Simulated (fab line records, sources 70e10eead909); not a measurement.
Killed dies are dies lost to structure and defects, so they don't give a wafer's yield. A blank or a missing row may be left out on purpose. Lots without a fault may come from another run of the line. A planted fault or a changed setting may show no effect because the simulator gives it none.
fab line records | flow nand_harc
record lots=6 wafers=18 last_day=33
route steps=1302 shown A_ONON_D2@554
lots that met no fault: from a run of the same line without faults
start_h: hours from the record's first day to the start of the lot's first wafer shown | wait_h: hours since the lot's step before | " the same as in the row above | L1.1+2: a row that stands for several wafers | - no value, or no start given | * or withheld: withheld | < > ~ a bound
route shown NAME@n: a module of which the file shows steps, and the number in the route of the first | usual: mean/standard deviation of fault-free wafers | same: alike in all rows | chamber/n: place in a boat | sites: the reading at each site | _std_site: their standard deviation | _edge_site: outer sites' mean less inner sites' | radius_mm: how far each site lies from the wafer's centre | mask NAME#n: copy n | behind: the tool/chamber that last shaped the wafer | hold: why the lot was held/for how many hours/how that ended | device: the transistor (n, p or np) that didn't switch | end of line: the same wafers' tests at the end of the route | a step without rows: its recipe alone | killed: dies lost to structure and defects at the first sort, not the wafer's yield | map: a wafer's dies, x killed, . not, _ none there
set.NAME: the setting as run; set.NAME@STEP: as run at that earlier step | model.NAME: the simulator's own value behind a step, which no gauge read
lots at some steps of the route; a table a step, a row a wafer
services: from which hour (start_h, from the record's first day; less than 0 if before it) a tool's chamber was out of use, for how many hours, and why
## steps
# step NHARC_A_ONON_D2_THK_MEAS_14
# recipe thk_meas_gauge=ellipsometry
# usual thk_nm=998/8.4
# columns lot.wafer tool chamber start_h wait_h thk_nm
L601.1 film_metro-01 - 300.16 - 996
L601.4 " - " " 997
L601.5 " - " " 996
L609.3 film_metro-01 - 382.06 - 990
L609.4 " - " " 988
L609.5 " - " " 989
L613.1 film_metro-01 - 427.68 - 1000
L613.4 " - " " 1000
L613.6 " - " " 1000
L614.1 film_metro-01 - 436.59 - 993
L614.4 " - " " 994
L614.5 " - " " 994
L617.3 film_metro-02 - 465.92 - 1014
L617.5 " - " " 1013
L617.6 " - " " 1013
L621.1 film_metro-01 - 506.62 - 1013
L621.2 " - " " 1012
L621.4 " - " " 1011
# step NHARC_A_ONON_D2_ANNEAL_15
# recipe temp_c=750 time_s=3600
# step NHARC_A_ONON_D2_DEP_16
# recipe target_thk_a=10000 n2_flow_sccm=2750 n2o_flow_sccm=2000 nh3_flow_sccm=500 sih4_flow_sccm=210 temp_c=400
# step NHARC_A_ONON_D2_THK_MEAS_18
# recipe thk_meas_gauge=ellipsometry
# usual thk_nm=1003/13
# columns lot.wafer tool chamber start_h wait_h thk_nm
L601.1 film_metro-01 - 308.94 - 985
L601.4 " - " " 985
L601.5 " - " " 984
L609.3 film_metro-02 - 389.68 - 1007
L609.4 " - " " 1006
L609.5 " - " " 1005
L613.1 film_metro-02 - 435.09 - 1026
L613.4 " - " " 1029
L613.6 " - " " 1026
L614.1 film_metro-01 - 444.31 - 999
L614.4 " - " " 999
L614.5 " - " " 999
L617.3 film_metro-01 - 473.63 - 1001
L617.5 " - " " 1002
L617.6 " - " " 1003
L621.1 film_metro-02 - 515.03 - 984
L621.2 " - " " 983
L621.4 " - " " 983
# step NHARC_A_ONON_D2_DEP_19
# recipe target_thk_a=10000 n2_flow_sccm=2750 n2o_flow_sccm=2000 nh3_flow_sccm=500 sih4_flow_sccm=210 temp_c=400
# step NHARC_A_ONON_D2_THK_MEAS_21
# recipe thk_meas_gauge=ellipsometry
# usual thk_nm=999/10
# columns lot.wafer tool chamber start_h wait_h thk_nm
L601.1 film_metro-02 - 309.51 - 973
L601.4 " - " " 972
L601.5 " - " " 974
L609.3 film_metro-01 - 390.24 - 1001
L609.4 " - " " 999
L609.5 " - " " 1001
L613.1 film_metro-02 - 435.65 - 994
L613.4 " - " " 992
L613.6 " - " " 992
L614.1 film_metro-01 - 444.87 - 993
L614.4 " - " " 995
L614.5 " - " " 994
L617.3 film_metro-02 - 474.20 - 1008
L617.5 " - " " 1009
L617.6 " - " " 1009
L621.1 film_metro-02 - 515.59 - 999
L621.2 " - " " 999
L621.4 " - " " 998
# step NHARC_A_ONON_D2_DEP_22
# recipe target_thk_a=10000 n2_flow_sccm=2750 n2o_flow_sccm=2000 nh3_flow_sccm=500 sih4_flow_sccm=210 temp_c=400
# step NHARC_A_ONON_D2_THK_MEAS_24
# recipe thk_meas_gauge=ellipsometry
# usual thk_nm=1002/9.1
# columns lot.wafer tool chamber start_h wait_h thk_nm
L601.1 film_metro-02 - 310.08 - 1000
L601.4 " - " " 1001
L601.5 " - " " 1000
L609.3 film_metro-01 - 390.80 - 1013
L609.4 " - " " 1015
L609.5 " - " " 1014
L613.1 film_metro-01 - 436.22 - 996
L613.4 " - " " 995
L613.6 " - " " 997
L614.1 film_metro-01 - 445.44 - 1015
L614.4 " - " " 1017
L614.5 " - " " 1015
L617.3 film_metro-01 - 474.77 - 994
L617.5 " - " " 994
L617.6 " - " " 994
L621.1 film_metro-01 - 516.16 - 993
L621.2 " - " " 996
L621.4 " - " " 995
# step NHARC_A_ONON_D2_DEP_25
# recipe target_thk_a=10000 n2_flow_sccm=2750 n2o_flow_sccm=2000 nh3_flow_sccm=500 sih4_flow_sccm=210 temp_c=400
# step NHARC_A_ONON_D2_THK_MEAS_27
# recipe thk_meas_gauge=ellipsometry
# usual thk_nm=1000/8
# columns lot.wafer tool chamber start_h wait_h thk_nm
L601.1 film_metro-02 - 310.65 - 998
L601.4 " - " " 1000
L601.5 " - " " 1000
L609.3 film_metro-02 - 391.37 - 1011
L609.4 " - " " 1010
L609.5 " - " " 1011
L613.1 film_metro-02 - 436.81 - 998
L613.4 " - " " 998
L613.6 " - " " 999
L614.1 film_metro-01 - 446.00 - 1003
L614.4 " - " " 1004
L614.5 " - " " 1004
L617.3 film_metro-01 - 475.33 - 1005
L617.5 " - " " 1005
L617.6 " - " " 1006
L621.1 film_metro-01 - 516.73 - 991
L621.2 " - " " 990
L621.4 " - " " 991
# step NHARC_A_ONON_D2_DEP_28
# recipe target_thk_a=10000 n2_flow_sccm=2750 n2o_flow_sccm=2000 nh3_flow_sccm=500 sih4_flow_sccm=210 temp_c=400
# step NHARC_A_ONON_D2_THK_MEAS_30
# recipe thk_meas_gauge=ellipsometry
# usual thk_nm=1002/8.1
# columns lot.wafer tool chamber start_h wait_h thk_nm
L601.1 film_metro-02 - 311.22 - 997
L601.4 " - " " 996
L601.5 " - " " 995
L609.3 film_metro-02 - 391.93 - 1006
L609.4 " - " " 1007
L609.5 " - " " 1006
L613.1 film_metro-01 - 437.38 - 1005
L613.4 " - " " 1006
L613.6 " - " " 1004
L614.1 film_metro-02 - 446.57 - 1007
L614.4 " - " " 1006
L614.5 " - " " 1005
L617.3 film_metro-02 - 475.90 - 1008
L617.5 " - " " 1008
L617.6 " - " " 1008
L621.1 film_metro-02 - 517.31 - 999
L621.2 " - " " 999
L621.4 " - " " 997
# step NHARC_A_ONON_D2_DEP_33
# recipe target_thk_a=2000 temp_c=400 pressure_torr=6.5 rf_w=900 teos_flow_sccm=161.4 flow_sccm=2650 target_thk_nm=200 gas=O2 material=SiO2
# usual heater_power_w=568/81 rf_fwd_power_W=898.5/2.7 showerhead_vpp_V=1835/81 throttle_valve_pct=15.8/0.59
# columns lot.wafer tool chamber start_h wait_h heater_power_w rf_fwd_power_W showerhead_vpp_V throttle_valve_pct
L601.1 pecvd-02 1 311.37 0.1 686 895.5 1744 15.3
L601.5 " 2 " " 523 897.3 1809 16.1
L601.4 " 1 " " 699 894.8 1726 15.2
L609.3 pecvd-04 2 391.99 0.1 556 898.7 1793 17.2
L609.4 " 0 " " 625 898.5 1844 15.5
L609.5 " 1 " " 659 895.7 1900 16.0
L613.1 pecvd-02 0 437.48 0.1 428 1261.6 2299 16.1
L613.4 " 2 " " 353 1258.4 2125 15.7
L613.6 " 1 " " 561 1252.4 2008 15.4
L614.1 pecvd-02 0 446.63 0.1 367 1260.5 2334 15.9
L614.4 " 1 " " 521 1263.6 2039 15.3
L614.5 " 2 " " 367 1257.7 2146 15.8
L617.3 pecvd-01 1 475.96 0.1 580 905.9 1828 15.4
L617.6 " 1 " " 617 903.5 1851 15.3
L617.5 " 2 " " 646 902.9 1748 16.0
L621.2 pecvd-01 1 517.41 0.1 567 897.2 1858 15.4
L621.1 " 2 " " 559 902.7 1734 16.3
L621.4 " 0 " " 445 894.1 1881 15.3
# step NHARC_A_ONON_D2_THK_MEAS_34
# recipe thk_meas_gauge=ellipsometry
# usual thk_nm=200/3.3
# columns lot.wafer tool chamber start_h wait_h thk_nm
L601.1 film_metro-02 - 311.69 - 199
L601.4 " - " " 201
L601.5 " - " " 204
L609.3 film_metro-01 - 392.41 - 199
L609.4 " - " " 200
L609.5 " - " " 201
L613.1 film_metro-01 - 437.85 - 216
L613.4 " - " " 223
L613.6 " - " " 222
L614.1 film_metro-02 - 447.05 - 220
L614.4 " - " " 224
L614.5 " - " " 224
L617.3 film_metro-01 - 476.37 - 198
L617.5 " - " " 206
L617.6 " - " " 205
L621.1 film_metro-01 - 517.77 - 195
L621.2 " - " " 199
L621.4 " - " " 196
## services
# columns tool chamber start_h hours kind
pecvd-01 - 311.16 13.0 pm
pecvd-01 0 311.16 13.0 vent_cycle
pecvd-01 1 311.16 13.0 vent_cycle
pecvd-01 2 311.16 13.0 vent_cycle
pecvd-01 0 324.16 - clean
pecvd-01 1 324.16 - clean
pecvd-01 2 324.16 - clean
pecvd-04 2 331.74 12.7 repair
pecvd-02 - 408.33 13.0 pm
pecvd-02 0 408.33 13.0 vent_cycle
pecvd-02 1 408.33 13.0 vent_cycle
pecvd-02 2 408.33 13.0 vent_cycle
pecvd-02 0 421.33 - clean
pecvd-02 1 421.33 - clean
pecvd-02 2 421.33 - clean
pecvd-04 - 450.41 13.0 pm
pecvd-02 2 488.74 - calibration
pecvd-01 - 492.18 13.0 pm
pecvd-01 0 492.18 13.0 vent_cycle
pecvd-01 1 492.18 13.0 vent_cycle
pecvd-01 2 492.18 13.0 vent_cycle
pecvd-01 0 505.18 - clean
pecvd-01 1 505.18 - clean
pecvd-04 - 505.78 0.5 repair
## key
first_sign step=NHARC_A_ONON_D2_DEP_33 reading=rf_fwd_power_W direction=up sigmas=99+ usual=* struck=*
effect step=NHARC_A_ONON_D2_DEP_33 reading=showerhead_vpp_V direction=up sigmas=4 usual=1835 struck=2159
effect step=NHARC_A_ONON_D2_THK_MEAS_34 reading=thk_nm direction=up sigmas=6.6 usual=200 struck=222
met_at NHARC_A_ONON_D2_DEP_33
struck_wafers L613.1,L613.4,L613.6,L614.1,L614.4,L614.5
tester_left_out L613,L614
onset_between 311.37 437.48
fault kind=process_parameter_drift tool=pecvd-02 chamber=- onset_h=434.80 steps=NHARC_A_ONON_D2_DEP_33 channel=rf_w offset=* shape=step end_h=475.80 acts_in=* stated=*
# tester_left_out: of these lots the tester's yield and bins aren't shown, on N5 and GAA mostly nor the transistor test; their killed dies are dies lost to structure and defects alone, not to doping, threshold or leakage, so they don't give the yield
